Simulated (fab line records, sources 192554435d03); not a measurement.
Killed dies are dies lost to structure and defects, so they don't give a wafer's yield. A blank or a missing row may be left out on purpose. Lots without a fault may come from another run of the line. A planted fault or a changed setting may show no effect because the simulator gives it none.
Split-lot experiment | flow n5_finfet | 7 lots, 39 wafers read, on a route of 1938 steps

THE SPLIT
At N5_BEOL_M3_VIA_ETCH_34 (etches the open film in C4F6/O2, target depth 69.4 nm, time 65.9 s), the setting time_s was moved away from the recipe's 65.9 s on 9 of the 39 wafers read, by -53.3% to +56.4%. The other wafers ran this setting at the recipe's value.

The reading is taken at the split's own step.

THE READING
SOC_of_BEOL_M3_COAT_67.thk_nm (the simulator's own value, which no gauge read), in nm, at N5_BEOL_M3_VIA_ETCH_34 (etches the open film in C4F6/O2, target depth 69.4 nm, time 65.9 s). The file gives no usual value for it. The 30 wafers here that ran the recipe average 51.9 nm, standard deviation 0.22 nm.

wafer  | tool, chamber at the split | time_s as run, s | against the recipe | SOC_of_BEOL_M3_COAT_67.thk_nm, nm | against lot-mates on the recipe
L075.1 | rie_diel-03, 2             | 65.9             | recipe             | 52.2                              | -
L075.2 | rie_diel-03, 3             | 65.9             | recipe             | 52.2                              | -
L075.6 | rie_diel-03, 2             | 65.9             | recipe             | 52.2                              | -
L082.1 | rie_diel-02, 1             | 103.1            | +56.4%             | 47                                | -4.7
L082.2 | rie_diel-02, 0             | 65.9             | recipe             | 51.8                              | -
L082.3 | rie_diel-02, 3             | 65.9             | recipe             | 51.4                              | -
L082.4 | rie_diel-02, 2             | 103.1            | +56.4%             | 47.4                              | -4.3
L082.5 | rie_diel-02, 2             | 65.9             | recipe             | 51.8                              | -
L082.6 | rie_diel-02, 1             | 103.1            | +56.4%             | 47.2                              | -4.5
L083.1 | rie_diel-02, 0             | 65.9             | recipe             | 51.6                              | -
L083.2 | rie_diel-02, 3             | 65.9             | recipe             | 51.6                              | -
L083.3 | rie_diel-02, 1             | 65.9             | recipe             | 51.8                              | -
L083.4 | rie_diel-02, 2             | 65.9             | recipe             | 51.8                              | -
L083.5 | rie_diel-02, 3             | 65.9             | recipe             | 51.6                              | -
L083.6 | rie_diel-02, 0             | 65.9             | recipe             | 51.8                              | -
L089.1 | rie_diel-03, 2             | 65.9             | recipe             | 52                                | -
L089.2 | rie_diel-03, 1             | 30.78            | -53.3%             | 56.2                              | +4.1
L089.3 | rie_diel-03, 3             | 65.9             | recipe             | 52                                | -
L089.4 | rie_diel-03, 0             | 30.78            | -53.3%             | 56.2                              | +4.1
L089.5 | rie_diel-03, 3             | 30.78            | -53.3%             | 56.2                              | +4.1
L089.6 | rie_diel-03, 2             | 65.9             | recipe             | 52.2                              | -
L092.1 | rie_diel-03, 2             | 65.9             | recipe             | 51.8                              | -
L092.2 | rie_diel-03, 0             | 65.9             | recipe             | 51.8                              | -
L092.3 | rie_diel-03, 3             | 65.9             | recipe             | 51.6                              | -
L092.4 | rie_diel-03, 1             | 65.9             | recipe             | 52                                | -
L092.5 | rie_diel-03, 0             | 65.9             | recipe             | 51.6                              | -
L092.6 | rie_diel-03, 3             | 65.9             | recipe             | 51.8                              | -
L096.1 | rie_diel-06, 1             | 65.9             | recipe             | 51.8                              | -
L096.2 | rie_diel-06, 0             | 37.43            | -43.2%             | 55.2                              | +3.4
L096.3 | rie_diel-06, 3             | 37.43            | -43.2%             | 55.4                              | +3.6
L096.4 | rie_diel-06, 2             | 65.9             | recipe             | 51.8                              | -
L096.5 | rie_diel-06, 3             | 65.9             | recipe             | 51.8                              | -
L096.6 | rie_diel-06, 2             | 37.43            | -43.2%             | 55.2                              | +3.4
L097.1 | rie_diel-03, 3             | 65.9             | recipe             | 51.8                              | -
L097.2 | rie_diel-03, 2             | 65.9             | recipe             | 52.2                              | -
L097.3 | rie_diel-03, 0             | 65.9             | recipe             | 51.8                              | -
L097.4 | rie_diel-03, 1             | 65.9             | recipe             | 52.2                              | -
L097.5 | rie_diel-03, 0             | 65.9             | recipe             | 52                                | -
L097.6 | rie_diel-03, 1             | 65.9             | recipe             | 52.2                              | -

THE FIT
A straight line over all 39 wafers: SOC_of_BEOL_M3_COAT_67.thk_nm changes by -0.0813 nm for each +1% of time_s; r = -0.99; the points scatter about the line by 0.21 nm.
The same after taking each lot's own level away (the mean of its wafers on the recipe; 39 wafers): -0.0788 nm for each +1%; r = -1.00; scatter 0.13 nm.
On that fit, the largest move of time_s shifts the reading by 4.5 nm.
The lots' own levels span 51.67 to 52.20 nm, that is 2.4 times the standard deviation above.
So the lot-to-lot level changes the slope little: the two slopes agree.
Check: with one of the wafers moved furthest among these (+56.4%) left out of the fit, the line predicts -4.41 nm for it against its lot-mates. It came out at -4.67 nm against them.

OTHER SPLITS ON THESE WAFERS
These wafers also went through other splits before the reading. Each is held against what the fit with the lots' levels taken away leaves over:
other split on the same wafers          | wafers away from the commonest value | r with SOC_of_BEOL_M3_COAT_67.thk_nm (lot level and that fit taken away)
N5_ZERO_LAYER_PECVD_02 time_s           | 18                                   | +0.12
N5_FIN_SAQP_ETCH_65 time_s              | 15                                   | -0.09
N5_SDB_ALD_29 ald_cycles                | 15                                   | +0.14
N5_BEOL_M0_SAQP_ETCH_106 target_depth_a | 15                                   | -0.14

THE WHOLE CHAIN: every reading that the file lists as answering this split, in the file's order
step                   | what it does                                                       | reading                                                                        | change (the file's fit)                | r (the file's)
N5_BEOL_M3_VIA_ETCH_34 | etches the open film in C4F6/O2, target depth 69.4 nm, time 65.9 s | etch.depth_nm (the simulator's own value, which no gauge read)                 | +0.683 nm for each +1% of the setting  | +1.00
N5_BEOL_M3_VIA_ETCH_34 | etches the open film in C4F6/O2, target depth 69.4 nm, time 65.9 s | SOC_of_BEOL_M3_COAT_67.thk_nm (the simulator's own value, which no gauge read) | -0.0788 nm for each +1% of the setting | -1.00

THE FILE'S OWN FIT
SOC_of_BEOL_M3_COAT_67.thk_nm changes by -0.0788 nm for each +1% of time_s, r = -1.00.
